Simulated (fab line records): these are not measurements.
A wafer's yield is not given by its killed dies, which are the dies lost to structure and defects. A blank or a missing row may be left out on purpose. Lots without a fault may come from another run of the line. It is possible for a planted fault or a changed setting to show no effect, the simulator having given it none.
fab line records | flow n5_finfet
[record] lots = 6 | wafers = 18 | last_day = 17
route steps=1938 shown BEOL_M13@1710 BEOL_M14@1716 PASSIVATION@1936
lots that met no fault: from a run of the same line without faults
start_h: start of the lot's first displayed wafer, in hours after the record's first day | wait_h: how many hours have passed since the lot's step before this one | " identical to the entry in the row above | L1.1+2: one row covering several wafers at once | - no value, or no start was given | * or withheld: withheld | < > ~ a bound
route shown NAME@n: names a module that has steps shown in the file, with the first one's number in the route | usual: mean/standard deviation taken from wafers without a fault | same: alike in all rows | chamber/n: place in a boat | sites: readings site by site | _std_site: standard deviation across them | _edge_site: inner sites' mean taken away from outer sites' mean | radius_mm: for every site, how far away it sits from the centre of the wafer | mask NAME#n: copy n | behind: tool/chamber where the wafer was last shaped | hold: the reason the lot was held/the length of the hold in hours/how it ended | device: the transistor (n, p or np) that didn't switch | end of line: tests run on the same wafers once the route is complete | a step with no rows: only its recipe | killed: dies lost to structure and defects at the first sort, not the wafer's yield | map: dies across one wafer; x = killed, . = not, _ = none there
set.NAME: the setting the step ran with; set.NAME@STEP: the setting that earlier step ran with | model.NAME: the simulator's own value behind a step, which no gauge read
lots seen at some steps along the route; tables by step, rows by wafer
services: the hour from which a tool's chamber was out of use, counted from the record's first day as start_h (under 0 if before that day), plus the number of hours and why
[[steps]]
[step N5_BEOL_M13_CMP_49]
[recipe] stop_on = SiOC | t_overpolish_s = 17.1 | down_force_psi = 1 | platen_rpm = 50 | clearing_platen_down_force_psi = 1.5 | clearing_platen_rpm = 50 | post_cmp_clean = cu_alkaline | target_thk_nm = 420 | clearing_platen_pad_velocity_m_s = 0.99484 | pad_velocity_m_s = 0.99484
[usual] barrier_field_endpoint_s = 30.6/0.74 | motor_current_A = 6.3/0.58 | overpolish_run_s = 17.099/0.0086
[same] t_overpolish_s = 17.1
lot.wafer | tool   | chamber | start_h | wait_h | barrier_field_endpoint_s | motor_current_A | overpolish_run_s
L749.4    | cmp-03 | 3       | 235.99  | 0.1    | 30.8                     | 5.8             | 17.090
L749.3    | "      | 2       | "       | "      | 30.0                     | 5.9             | 17.115
L749.6    | "      | 0       | "       | "      | 30.8                     | 7.0             | 17.097
L750.4    | cmp-03 | 0       | 243.38  | 0.2    | 29.8                     | 6.9             | 17.090
L750.6    | "      | 1       | "       | "      | 30.6                     | 6.1             | 17.102
L750.5    | "      | 2       | "       | "      | 30.3                     | 5.8             | 17.108
L755.2    | cmp-02 | 2       | 282.17  | 0.2    | 30.7                     | 7.2             | 17.106
L755.3    | "      | 3       | "       | "      | 29.5                     | 6.1             | 17.103
L755.6    | "      | 2       | "       | "      | 30.4                     | 6.9             | 17.106
L763.3    | cmp-03 | 2       | 345.26  | 0.2    | 30.7                     | 5.9             | 17.098
L763.2    | "      | 0       | "       | "      | 30.8                     | 6.9             | 17.093
L763.6    | "      | 2       | "       | "      | 30.8                     | 5.9             | 17.090
L767.3    | cmp-02 | 2       | 354.28  | 0.2    | 29.7                     | 7.3             | 17.098
L767.1    | "      | 0       | "       | "      | 30.4                     | 6.8             | 17.097
L767.5    | "      | 2       | "       | "      | 29.5                     | 7.0             | 17.093
L770.4    | cmp-04 | 0       | 383.47  | 0.2    | 30.7                     | 5.4             | 17.113
L770.2    | "      | 1       | "       | "      | 31.7                     | 6.4             | 17.106
L770.1    | "      | 2       | "       | "      | 32.1                     | 6.3             | 17.078
[step N5_BEOL_M13_THK_MEAS_50]
[recipe] thk_meas_gauge = xrf | reads = Cu_of_BEOL_M13_ECD_47
[usual] M13_THK = 427/6.3
lot.wafer | tool          | chamber | start_h | wait_h | M13_THK[nm]
L749.3    | film_metro-01 | -       | 236.28  | -      | 432
L749.4    | "             | -       | "       | "      | 421
L749.6    | "             | -       | "       | "      | 418
L750.4    | film_metro-02 | -       | 243.57  | -      | 422
L750.5    | "             | -       | "       | "      | 432
L750.6    | "             | -       | "       | "      | 436
L755.2    | film_metro-01 | -       | 282.47  | -      | 424
L755.3    | "             | -       | "       | "      | 422
L755.6    | "             | -       | "       | "      | 417
L763.2    | film_metro-02 | -       | 345.52  | -      | 426
L763.3    | "             | -       | "       | "      | 427
L763.6    | "             | -       | "       | "      | 431
L767.1    | film_metro-02 | -       | 354.54  | -      | 426
L767.3    | "             | -       | "       | "      | 426
L767.5    | "             | -       | "       | "      | 427
L770.1    | film_metro-01 | -       | 383.73  | -      | 429
L770.2    | "             | -       | "       | "      | 429
L770.4    | "             | -       | "       | "      | 422
[step N5_BEOL_M13_PRE_CLEAN_52]
[recipe] gas = NH3 | time_s = 15 | temp_c = withheld | rf_power_w = 300
[step N5_BEOL_M13_DEP_53]
[recipe] material = SiCN | target_thk_a = 500 | temp_c = withheld | precursor = 3MS/NH3 | pressure_torr = 3 | rf_w = 675 | time_s = 17.8
[usual] showerhead_plenum_p_Torr = 4.16/0.031 | throttle_valve_pct = 17.6/0.94
[same] time_s = 17.8
lot.wafer | tool     | chamber | start_h | wait_h | showerhead_plenum_p_Torr | since_wet_clean_h | throttle_valve_pct
L749.3    | pecvd-04 | 1       | 236.34  | 0.0    | 4.17                     | 1665              | 17.5
L749.4    | "        | 2       | "       | "      | 4.10                     | -                 | 17.3
L749.6    | "        | 0       | "       | "      | 4.18                     | -                 | 17.4
L750.4    | pecvd-03 | 2       | 243.64  | 0.0    | 4.16                     | -                 | 16.0
L750.5    | "        | 0       | "       | "      | 4.19                     | -                 | 17.5
L750.6    | "        | 1       | "       | "      | 4.14                     | -                 | 18.5
L755.2    | pecvd-04 | 2       | 282.53  | 0.0    | 4.09                     | 232               | 17.4
L755.3    | "        | 1       | "       | "      | 4.17                     | 1711              | 17.8
L755.6    | "        | 0       | "       | "      | 4.17                     | -                 | 17.5
L763.2    | pecvd-02 | 1       | 345.58  | 0.0    | 4.17                     | 1956              | 18.7
L763.3    | "        | 0       | "       | "      | 4.19                     | 1231              | 18.3
L763.6    | "        | 2       | "       | "      | 4.17                     | -                 | 16.2
L767.1    | pecvd-04 | 2       | 354.60  | 0.0    | 4.09                     | 304               | 17.8
L767.3    | "        | 0       | "       | "      | 4.18                     | 1058              | 17.5
L767.5    | "        | 2       | "       | "      | 4.09                     | -                 | 17.7
L770.1    | pecvd-03 | 2       | 383.79  | 0.0    | 4.15                     | 152               | 16.1
L770.2    | "        | 1       | "       | "      | 4.14                     | 1631              | 19.0
L770.4    | "        | 0       | "       | "      | 4.19                     | -                 | 17.9
[step N5_BEOL_M13_RS_MEAS_54]
[recipe] thk_meas_gauge = four-point-probe | reads = Cu_of_BEOL_M13_ECD_47+Ta_of_BEOL_M13_SPUTTER_44+TaN_of_BEOL_M13_SPUTTER_43
[usual] M13_RS = 0.0450/0.00066
lot.wafer | tool          | chamber | start_h | wait_h | M13_RS[ohm/sq]
L749.3    | film_metro-01 | -       | 236.41  | 0.1    | 0.0446
L749.4    | "             | -       | "       | "      | 0.0458
L749.6    | "             | -       | "       | "      | 0.0461
L750.4    | film_metro-02 | -       | 243.70  | 0.0    | 0.0458
L750.5    | "             | -       | "       | "      | 0.0445
L750.6    | "             | -       | "       | "      | 0.0442
L755.2    | film_metro-01 | -       | 282.60  | 0.1    | 0.0453
L755.3    | "             | -       | "       | "      | 0.0454
L755.6    | "             | -       | "       | "      | 0.0462
L763.2    | film_metro-02 | -       | 345.65  | 0.1    | 0.0449
L763.3    | "             | -       | "       | "      | 0.0449
L763.6    | "             | -       | "       | "      | 0.0447
L767.1    | film_metro-01 | -       | 354.67  | 0.0    | 0.0458
L767.3    | "             | -       | "       | "      | 0.0454
L767.5    | "             | -       | "       | "      | 0.0454
L770.1    | film_metro-01 | -       | 383.86  | 0.0    | 0.0449
L770.2    | "             | -       | "       | "      | 0.0447
L770.4    | "             | -       | "       | "      | 0.0455
[step N5_BEOL_M13_INSPECT_55]
[recipe] inspect_instrument = darkfield | mode = post_dep
[usual] raw_defect_count = 72/23
lot.wafer | tool              | chamber | start_h | wait_h | raw_defect_count
L749.3    | defect_inspect-01 | -       | 236.44  | 0.0    | 90
L749.4    | "                 | -       | "       | "      | 75
L749.6    | "                 | -       | "       | "      | 77
L750.4    | defect_inspect-02 | -       | 243.72  | 0.0    | 27
L750.5    | "                 | -       | "       | "      | 40
L750.6    | "                 | -       | "       | "      | 62
L755.2    | defect_inspect-02 | -       | 282.62  | 0.0    | 74
L755.3    | "                 | -       | "       | "      | 55
L755.6    | "                 | -       | "       | "      | 71
L763.2    | defect_inspect-01 | -       | 345.67  | 0.0    | 50
L763.3    | "                 | -       | "       | "      | 65
L763.6    | "                 | -       | "       | "      | 54
L767.1    | defect_inspect-01 | -       | 354.70  | 0.0    | 105
L767.3    | "                 | -       | "       | "      | 108
L767.5    | "                 | -       | "       | "      | 78
L770.1    | defect_inspect-01 | -       | 383.88  | 0.0    | 70
L770.2    | "                 | -       | "       | "      | 69
L770.4    | "                 | -       | "       | "      | 83
[step N5_BEOL_M14_ILD_DEP_00]
[recipe] material = SiO2 | target_thk_a = 11193 | temp_c = 400 | precursor = TEOS/O2 | pressure_torr = 6.5 | rf_w = 900 | teos_flow_sccm = 161.4 | gas = O2 | flow_sccm = 2650 | time_s = 237.4
[usual] heater_power_w = 564/140 | showerhead_plenum_p_Torr = 8.350/0.024 | throttle_valve_pct = 18.5/0.91
[same] time_s = 237.4
lot.wafer | tool     | chamber | start_h | wait_h | heater_power_w | showerhead_plenum_p_Torr | since_wet_clean_h | throttle_valve_pct
L749.3    | pecvd-01 | 0       | 236.47  | 0.0    | 563            | 8.344                    | 1303              | 18.8
L749.4    | "        | 2       | "       | "      | 437            | 8.363                    | -                 | 18.2
L749.6    | "        | 1       | "       | "      | 777            | 8.331                    | -                 | 19.2
L750.4    | pecvd-01 | 1       | 243.84  | 0.1    | 607            | 8.336                    | -                 | 19.2
L750.5    | "        | 2       | "       | "      | 421            | 8.358                    | -                 | 18.3
L750.6    | "        | 0       | "       | "      | 573            | 8.336                    | -                 | 19.0
L755.2    | pecvd-03 | 0       | 282.66  | 0.0    | 483            | 8.371                    | 805               | 18.2
L755.3    | "        | 2       | "       | "      | 580            | 8.341                    | 51                | 16.2
L755.6    | "        | 1       | "       | "      | 643            | 8.344                    | -                 | 19.6
L763.2    | pecvd-01 | 0       | 345.71  | 0.0    | 587            | 8.357                    | 1412              | 18.8
L763.3    | "        | 1       | "       | "      | 780            | 8.329                    | 2137              | 19.4
L763.6    | "        | 2       | "       | "      | 325            | 8.347                    | -                 | 18.5
L767.1    | pecvd-01 | 2       | 354.73  | 0.0    | 419            | 8.359                    | 634               | 18.5
L767.3    | "        | 0       | "       | "      | 641            | 8.352                    | 1421              | 19.1
L767.5    | "        | 2       | "       | "      | 446            | 8.353                    | -                 | 18.3
L770.1    | pecvd-02 | 0       | 383.92  | 0.0    | 404            | 8.377                    | 1269              | 18.6
L770.2    | "        | 1       | "       | "      | 426            | 8.329                    | 1994              | 19.4
L770.4    | "        | 1       | "       | "      | 501            | 8.350                    | -                 | 19.3
[step N5_BEOL_M14_THK_MEAS_01]
[recipe] reads = SiO2_of_BEOL_M14_ILD_DEP_00
[usual] M14_ILD_THK = 1124/17
lot.wafer | tool          | chamber | start_h | wait_h | M14_ILD_THK[nm]
L749.3    | film_metro-02 | -       | 236.66  | 0.1    | 1114
L749.4    | "             | -       | "       | "      | 1124
L749.6    | "             | -       | "       | "      | 1147
L750.4    | film_metro-02 | -       | 243.95  | 0.0    | 1152
L750.5    | "             | -       | "       | "      | 1139
L750.6    | "             | -       | "       | "      | 1132
L755.2    | film_metro-02 | -       | 282.85  | 0.1    | 1114
L755.3    | "             | -       | "       | "      | 1088
L755.6    | "             | -       | "       | "      | 1130
L763.2    | film_metro-02 | -       | 345.90  | 0.1    | 1122
L763.3    | "             | -       | "       | "      | 1120
L763.6    | "             | -       | "       | "      | 1123
L767.1    | film_metro-01 | -       | 354.92  | 0.1    | 1113
L767.3    | "             | -       | "       | "      | 1121
L767.5    | "             | -       | "       | "      | 1124
L770.1    | film_metro-02 | -       | 384.11  | 0.1    | 1126
L770.2    | "             | -       | "       | "      | 1114
L770.4    | "             | -       | "       | "      | 1129
[step N5_BEOL_M14_COAT_58]
[recipe] resist = BARC | temp_c = 205 | time_s = 60 | spin_rpm = 1500 | resist_thk_nm = 89
[step N5_BEOL_M14_COAT_04]
[recipe] spin_rpm = 1704 | resist_thk_nm = 800
[step N5_BEOL_M14_EBR_06]
[recipe] solvent = PGMEA | ebr_width_mm = 1.5
[step N5_BEOL_M14_SOFTBAKE_05]
[recipe] temp_c = 130 | time_s = 60
[step N5_BEOL_M14_EXPOSE_07]
[recipe] mask_id = V13 | na = 0.8 | source_shape = annular | sigma_inner = 0.5 | sigma_outer = 0.8 | polarization = unpolarized | attpsm_phase_deg = 180 | dose_mj = 57
[usual] exposure_dose_mJ_cm2 = 56.99/0.047
lot.wafer | tool           | chamber | start_h | wait_h | mask  | exposure_dose_mJ_cm2
L749.3    | krf_scanner-01 | 0       | 236.80  | -      | V13#0 | 56.98
L749.4    | "              | 0       | "       | "      | V13#0 | 57.04
L749.6    | "              | 0       | "       | "      | V13#0 | 57.01
L750.4    | krf_scanner-01 | 0       | 244.10  | -      | V13#0 | 51.37
L750.5    | "              | 0       | "       | "      | V13#0 | 51.44
L750.6    | "              | 0       | "       | "      | V13#0 | 51.46
L755.2    | krf_scanner-01 | 0       | 283.11  | -      | V13#0 | 53.41
L755.3    | "              | 0       | "       | "      | V13#0 | 53.40
L755.6    | "              | 0       | "       | "      | V13#0 | 53.41
L763.2    | krf_scanner-02 | 0       | 346.16  | -      | V13#0 | 56.98
L763.3    | "              | 0       | "       | "      | V13#0 | 57.00
L763.6    | "              | 0       | "       | "      | V13#0 | 57.05
L767.1    | krf_scanner-02 | 0       | 355.18  | -      | V13#0 | 56.98
L767.3    | "              | 0       | "       | "      | V13#0 | 56.92
L767.5    | "              | 0       | "       | "      | V13#0 | 56.93
L770.1    | krf_scanner-02 | 0       | 384.37  | -      | V13#0 | 57.07
L770.2    | "              | 0       | "       | "      | V13#0 | 57.00
L770.4    | "              | 0       | "       | "      | V13#0 | 57.00
[step N5_BEOL_M14_PEB_08]
[recipe] peb_temp_c = 130 | peb_time_s = 90
[step N5_BEOL_M14_DEVELOP_09]
[recipe] develop_time_s = 45 | rinse_liquid = diw | dry = air_spin | dev_temp_c = 21
[step N5_BEOL_M14_HARDBAKE_14]
[recipe] temp_c = 130 | time_s = 120
[step N5_BEOL_M14_CD_MEAS_10]
[recipe] target_cd_nm = 250 | landing_energy_ev = 500 | detector = se_inlens | polarity = opening
[usual] cd_nm = 249.0/1.8
lot.wafer | tool      | chamber | start_h | wait_h | cd_nm
L749.3    | cd_sem-02 | 0       | 236.97  | -      | 247.5
L749.4    | "         | 0       | "       | "      | 249.1
L749.6    | "         | 0       | "       | "      | 249.1
L750.4    | cd_sem-01 | 0       | 244.26  | -      | 236.8
L750.5    | "         | 0       | "       | "      | 236.9
L750.6    | "         | 0       | "       | "      | 232.3
L755.2    | cd_sem-02 | 0       | 283.28  | -      | 237.9
L755.3    | "         | 0       | "       | "      | 238.2
L755.6    | "         | 0       | "       | "      | 237.9
L763.2    | cd_sem-01 | 0       | 346.33  | -      | 251.4
L763.3    | "         | 0       | "       | "      | 249.5
L763.6    | "         | 0       | "       | "      | 250.7
L767.1    | cd_sem-03 | 0       | 355.35  | -      | 249.8
L767.3    | "         | 0       | "       | "      | 251.1
L767.5    | "         | 0       | "       | "      | 250.6
L770.1    | cd_sem-02 | 0       | 384.54  | -      | 249.7
L770.2    | "         | 0       | "       | "      | 249.6
L770.4    | "         | 0       | "       | "      | 252.4
[step N5_BEOL_M14_OVL_MEAS_11]
[recipe] points_per_wafer = 44
[usual] V13_OVL = 1/4.3
lot.wafer | tool       | chamber | start_h | wait_h | V13_OVL[nm]
L749.3    | overlay-02 | 0       | 237.00  | 0.0    | -3
L749.4    | "          | 0       | "       | "      | -2
L749.6    | "          | 0       | "       | "      | 2
L750.4    | overlay-01 | 0       | 244.28  | 0.0    | -3
L750.5    | "          | 0       | "       | "      | 4
L750.6    | "          | 0       | "       | "      | -2
L755.2    | overlay-01 | 0       | 283.31  | 0.0    | -9
L755.3    | "          | 0       | "       | "      | -6
L755.6    | "          | 0       | "       | "      | -2
L763.2    | overlay-01 | 0       | 346.36  | 0.0    | 3
L763.3    | "          | 0       | "       | "      | 4
L763.6    | "          | 0       | "       | "      | 6
L767.1    | overlay-01 | 0       | 355.38  | 0.0    | 5
L767.3    | "          | 0       | "       | "      | 5
L767.5    | "          | 0       | "       | "      | 6
L770.1    | overlay-01 | 0       | 384.57  | 0.0    | 8
L770.2    | "          | 0       | "       | "      | 2
L770.4    | "          | 0       | "       | "      | -5
[step N5_PASSIVATION_PROBE_49]
[usual] defect_limited_yield = 91.1/1.4 | killed_at_M0_to_M3 = 34/11 | killed_at_M4_up = 14/5.7 | killed_at_contacts = 14/6.9 | killed_at_front_end = 40/11 | killed_at_other = 4/3.1 | killed_dies = 105/17 | killed_open = 70/13 | killed_short = 34/7.6 | sort_bin_5_function = 5.3/0.95 | sort_bin_6_memory = 3.3/0.64 | sort_n_pass = 1075/17 | sort_yield_pct = 91.1/1.4
[same] gross_dies = 1180 | killed_at_back_side = 0 | sort_bin_4_leakage[%] = 0 | sort_bin_8_speed[%] = 0
lot.wafer | tool      | chamber | start_h | wait_h | defect_limited_yield[%] | killed_at_M0_to_M3 | killed_at_M4_up | killed_at_contacts | killed_at_front_end | killed_at_other | killed_dies | killed_open | killed_short | sort_bin_5_function[%] | sort_bin_6_memory[%] | sort_n_pass | sort_yield_pct[%]
L749.3    | prober-02 | -       | 266.91  | 0.1    | 91.1                    | 31                 | 17              | 10                 | 42                  | 5               | 105         | 80          | 24           | 5.7                    | 3.0                  | 1075        | 91.1
L749.4    | prober-02 | -       | 266.96  | 0.2    | 88.8                    | 40                 | 27              | 16                 | 40                  | 9               | 132         | 99          | 31           | 7.1                    | 3.9                  | 1048        | 88.8
L749.6    | prober-02 | -       | 267.06  | 0.3    | 89.6                    | 45                 | 19              | 6                  | 49                  | 4               | 123         | 81          | 40           | 6.0                    | 4.1                  | 1057        | 89.6
L750.4    | prober-02 | -       | 278.55  | 0.2    | 91.2                    | 37                 | 8               | 15                 | 41                  | 3               | 104         | 74          | 29           | 4.7                    | 3.7                  | 1076        | 91.2
L750.5    | prober-02 | -       | 278.60  | 0.2    | 93.4                    | 18                 | 15              | 8                  | 31                  | 6               | 78          | 59          | 19           | 4.3                    | 2.2                  | 1102        | 93.4
L750.6    | prober-02 | -       | 278.65  | 0.3    | 92.0                    | 20                 | 12              | 9                  | 52                  | 1               | 94          | 68          | 26           | 5.0                    | 2.7                  | 1086        | 92.0
L755.2    | prober-01 | -       | 309.09  | 0.1    | 91.9                    | 26                 | 12              | 21                 | 34                  | 2               | 95          | 66          | 28           | 4.2                    | 3.7                  | 1085        | 91.9
L755.3    | prober-01 | -       | 309.14  | 0.1    | 92.0                    | 30                 | 10              | 16                 | 36                  | 2               | 94          | 70          | 23           | 4.2                    | 3.6                  | 1086        | 92.0
L755.6    | prober-01 | -       | 309.29  | 0.3    | 90.7                    | 30                 | 9               | 6                  | 63                  | 2               | 110         | 70          | 39           | 5.1                    | 3.9                  | 1070        | 90.7
L763.2    | prober-01 | -       | 369.43  | 0.1    | 90.1                    | 39                 | 10              | 10                 | 52                  | 6               | 117         | 67          | 50           | 5.5                    | 3.9                  | 1063        | 90.1
L763.3    | prober-01 | -       | 369.48  | 0.1    | 91.0                    | 34                 | 16              | 1                  | 48                  | 7               | 106         | 72          | 33           | 4.7                    | 3.9                  | 1074        | 91.0
L763.6    | prober-01 | -       | 369.63  | 0.3    | 87.5                    | 42                 | 21              | 16                 | 58                  | 11              | 148         | 105         | 42           | 7.7                    | 4.2                  | 1032        | 87.5
L767.1    | prober-02 | -       | 378.85  | 0.0    | 91.4                    | 23                 | 27              | 5                  | 46                  | 0               | 101         | 74          | 26           | 5.1                    | 3.4                  | 1079        | 91.4
L767.3    | prober-02 | -       | 378.95  | 0.1    | 88.9                    | 33                 | 30              | 21                 | 46                  | 1               | 131         | 97          | 32           | 7.0                    | 3.8                  | 1049        | 88.9
L767.5    | prober-02 | -       | 379.05  | 0.2    | 90.0                    | 22                 | 13              | 8                  | 70                  | 5               | 118         | 89          | 29           | 5.8                    | 4.0                  | 1062        | 90.0
L770.1    | prober-01 | -       | 410.97  | 0.0    | 90.2                    | 25                 | 23              | 25                 | 41                  | 2               | 116         | 76          | 39           | 5.5                    | 3.8                  | 1064        | 90.2
L770.2    | prober-01 | -       | 411.02  | 0.1    | 90.7                    | 35                 | 21              | 16                 | 35                  | 3               | 110         | 80          | 28           | 6.4                    | 2.7                  | 1070        | 90.7
L770.4    | prober-01 | -       | 411.12  | 0.2    | 90.2                    | 24                 | 18              | 16                 | 53                  | 5               | 116         | 81          | 33           | 5.8                    | 3.7                  | 1064        | 90.2
// killed by level:class
L749.3 STI_FIN_REVEAL:geometric_particle:open=11 GATE_CUT:geometric_particle:open=11 BEOL_M4:geometric_particle:open=10 BEOL_M0_SAQP:geometric_particle:open=8 MOL_CONTACT_COAG:geometric_particle:open=8 BEOL_M3:geometric_particle:open=7 BEOL_M0_SAQP:geometric_particle:short=6 FIN_SAQP:geometric_particle:open=5
L749.4 BEOL_M4:geometric_particle:open=20 STI_FIN_REVEAL:geometric_particle:open=15 MOL_CONTACT_COAG:geometric_particle:open=12 BEOL_M0_SAQP:geometric_particle:open=11 FIN_SAQP:geometric_particle:open=9 BEOL_M1:geometric_particle:open=9 BEOL_M3:geometric_particle:open=8 BEOL_M0_SAQP:geometric_particle:short=5
L749.6 FIN_SAQP:geometric_particle:open=18 BEOL_M0_SAQP:geometric_particle:short=11 BEOL_M0_SAQP:geometric_particle:open=8 FIN_SAQP:geometric_particle:short=7 MOL_CONTACT_COAG:geometric_particle:open=6 BEOL_M3:geometric_particle:open=6 BEOL_M1:geometric_particle:open=6 BEOL_M2:geometric_particle:open=6
L750.4 MOL_CONTACT_COAG:geometric_particle:open=11 FIN_SAQP:geometric_particle:short=9 FIN_SAQP:geometric_particle:open=9 BEOL_M3:geometric_particle:open=8 DUMMY_GATE:geometric_particle:open=7 BEOL_M0_SAQP:geometric_particle:open=7 BEOL_M0:geometric_particle:open=6 BEOL_M1:geometric_particle:open=6
L750.5 FIN_SAQP:geometric_particle:open=8 MOL_CONTACT_COAG:geometric_particle:open=7 STI_FIN_REVEAL:geometric_particle:open=6 BEOL_M0_SAQP:geometric_particle:open=6 MIM_TOP_ETCH:geometric_particle:open=5 BEOL_M4:geometric_particle:open=4 FIN_SAQP:geometric_particle:short=3 DUMMY_GATE:geometric_particle:open=3
L750.6 STI_FIN_REVEAL:geometric_particle:open=14 FIN_SAQP:geometric_particle:open=10 FIN_SAQP:geometric_particle:short=8 MOL_CONTACT_COAG:geometric_particle:open=6 BEOL_M1:geometric_particle:open=6 BEOL_M4:geometric_particle:open=6 GATE_CUT:geometric_particle:short=5 STARTING-WAFER:geometric_particle:open=5
L755.2 MOL_CONTACT_COAG:geometric_particle:open=20 BEOL_M4:geometric_particle:open=8 BEOL_M2:geometric_particle:open=7 FIN_SAQP:geometric_particle:open=6 BEOL_M3:geometric_particle:open=6 DUMMY_GATE:geometric_particle:short=5 DUMMY_GATE:geometric_particle:open=5 BEOL_M0_SAQP:geometric_particle:short=5
L755.3 FIN_SAQP:geometric_particle:open=12 MOL_CONTACT_COAG:geometric_particle:open=12 FIN_SAQP:geometric_particle:short=7 BEOL_M2:geometric_particle:open=7 BEOL_M0_SAQP:geometric_particle:short=6 BEOL_M0:geometric_particle:open=6 BEOL_M3:geometric_particle:open=6 MOL_CONTACT_COAG:geometric_particle:short=4
L755.6 STI_FIN_REVEAL:geometric_particle:open=15 FIN_SAQP:geometric_particle:open=12 FIN_SAQP:geometric_particle:short=11 BEOL_M2:geometric_particle:open=8 BEOL_M3:geometric_particle:open=6 DUMMY_GATE:geometric_particle:short=5 BEOL_M0_SAQP:geometric_particle:open=5 GATE_CUT:geometric_particle:short=4
L763.2 BEOL_M0_SAQP:geometric_particle:short=15 FIN_SAQP:geometric_particle:open=11 BEOL_M0_SAQP:geometric_particle:open=10 FIN_SAQP:geometric_particle:short=9 MOL_CONTACT_COAG:geometric_particle:open=8 STI_FIN_REVEAL:geometric_particle:open=7 ILD0:geometric_particle:short=7 ILD0:geometric_particle:open=6
L763.3 STI_FIN_REVEAL:geometric_particle:open=9 FIN_SAQP:geometric_particle:open=8 BEOL_M0_SAQP:geometric_particle:short=7 FIN_SAQP:geometric_particle:short=6 DUMMY_GATE:geometric_particle:open=6 ILD0:geometric_particle:short=6 BEOL_M0_SAQP:geometric_particle:open=6 BEOL_M1:geometric_particle:short=5
L763.6 MOL_CONTACT_COAG:geometric_particle:open=16 FIN_SAQP:geometric_particle:open=14 BEOL_M0_SAQP:geometric_particle:open=13 STI_FIN_REVEAL:geometric_particle:open=10 DUMMY_GATE:geometric_particle:open=8 BEOL_M3:geometric_particle:open=8 FIN_SAQP:geometric_particle:short=7 PAD_METAL:geometric_particle:short=6
L767.1 BEOL_M4:geometric_particle:open=14 DUMMY_GATE:geometric_particle:open=9 FIN_SAQP:geometric_particle:open=8 STI_FIN_REVEAL:geometric_particle:open=8 BEOL_M0_SAQP:geometric_particle:open=7 BEOL_M3:geometric_particle:open=7 FIN_SAQP:geometric_particle:short=6 BEOL_M0_SAQP:geometric_particle:short=5
L767.3 MOL_CONTACT_COAG:geometric_particle:open=17 BEOL_M4:geometric_particle:open=15 BEOL_M3:geometric_particle:open=10 FIN_SAQP:geometric_particle:open=9 DUMMY_GATE:geometric_particle:open=9 BEOL_M0_SAQP:geometric_particle:short=9 STI_FIN_REVEAL:geometric_particle:open=6 STARTING-WAFER:geometric_particle:open=5
L767.5 FIN_SAQP:geometric_particle:open=18 STI_FIN_REVEAL:geometric_particle:open=18 BEOL_M0_SAQP:geometric_particle:open=12 FIN_SAQP:geometric_particle:short=9 BEOL_M4:geometric_particle:open=9 DUMMY_GATE:geometric_particle:open=8 MOL_CONTACT_COAG:geometric_particle:open=7 ILD0:geometric_particle:open=4
L770.1 MOL_CONTACT_COAG:geometric_particle:open=18 STI_FIN_REVEAL:geometric_particle:open=12 BEOL_M4:geometric_particle:open=8 MOL_CONTACT_COAG:geometric_particle:short=7 BEOL_M4:geometric_particle:short=6 FIN_SAQP:geometric_particle:short=5 DUMMY_GATE:geometric_particle:open=5 BEOL_M0_SAQP:geometric_particle:short=5
L770.2 MOL_CONTACT_COAG:geometric_particle:open=15 BEOL_M4:geometric_particle:open=13 BEOL_M0_SAQP:geometric_particle:open=10 STI_FIN_REVEAL:geometric_particle:open=9 FIN_SAQP:geometric_particle:short=8 BEOL_M1:geometric_particle:open=7 FIN_SAQP:geometric_particle:open=6 BEOL_M0_SAQP:geometric_particle:short=6
L770.4 STI_FIN_REVEAL:geometric_particle:open=26 MOL_CONTACT_COAG:geometric_particle:open=13 STI_FIN_REVEAL:geometric_particle:short=7 BEOL_M0_SAQP:geometric_particle:short=7 BEOL_M0_SAQP:geometric_particle:open=7 BEOL_M4:geometric_particle:open=7 GATE_CUT:geometric_particle:short=6 BEOL_M1:geometric_particle:open=4
[[services]]
tool           | chamber | start_h | hours | kind
cmp-02         | -       | 216.64  | 14.7  | repair
pecvd-04       | -       | 217.39  | 1.0   | repair
krf_scanner-02 | -       | 223.43  | 4.4   | pm
krf_scanner-01 | -       | 232.30  | 1.0   | pm
pecvd-01       | -       | 245.54  | 0.4   | repair
cmp-02         | -       | 248.48  | 4.0   | pm
cmp-03         | -       | 255.72  | 0.7   | repair
pecvd-02       | 2       | 257.54  | 8.1   | repair
pecvd-02       | -       | 258.78  | 6.9   | repair
cmp-02         | -       | 259.60  | 0.7   | repair
krf_scanner-02 | -       | 259.87  | 0.8   | pm
krf_scanner-01 | -       | 280.15  | 0.8   | pm
cmp-03         | -       | 284.42  | 4.0   | pm
cmp-03         | -       | 289.44  | 0.2   | repair
krf_scanner-02 | -       | 301.11  | 4.0   | pm
pecvd-03       | -       | 307.04  | 2.8   | pm
krf_scanner-02 | -       | 315.67  | 1.3   | pm
krf_scanner-02 | -       | 320.67  | 0.6   | repair
cmp-03         | -       | 324.48  | 4.0   | pm
krf_scanner-01 | -       | 343.82  | 1.3   | pm
cmp-03         | -       | 358.34  | 1.8   | repair
krf_scanner-02 | -       | 369.85  | 1.0   | pm
krf_scanner-02 | -       | 372.59  | 0.8   | repair
krf_scanner-02 | -       | 382.76  | 0.3   | repair
[[key]]
[first_sign] step = N5_BEOL_M14_EXPOSE_07 | reading = exposure_dose_mJ_cm2 | direction = down | sigmas = 97 | usual = 56.99 | struck = 52.42
[effect] step = N5_BEOL_M14_CD_MEAS_10 | reading = cd_nm | direction = down | sigmas = 6.9 | usual = 249.0 | struck = 236.7 | through = control_loop
met_at N5_BEOL_M14_EXPOSE_07
struck_wafers L750.4,L750.5,L750.6,L755.2,L755.3,L755.6
[loop_trim] step = N5_BEOL_M14_EXPOSE_07 | setting = dose | lots = L755
onset_between 236.80 244.10
[fault] kind = process_parameter_drift | tool = krf_scanner-01 | chamber = - | onset_h = 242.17 | steps = N5_BEOL_M14_EXPOSE_07 | channel = dose_mj | offset = -5.5843 | shape = step | acts_in = these_recipes_only | stated = 57
// loop_trim: a control loop set the setting to another value than it would have without faults
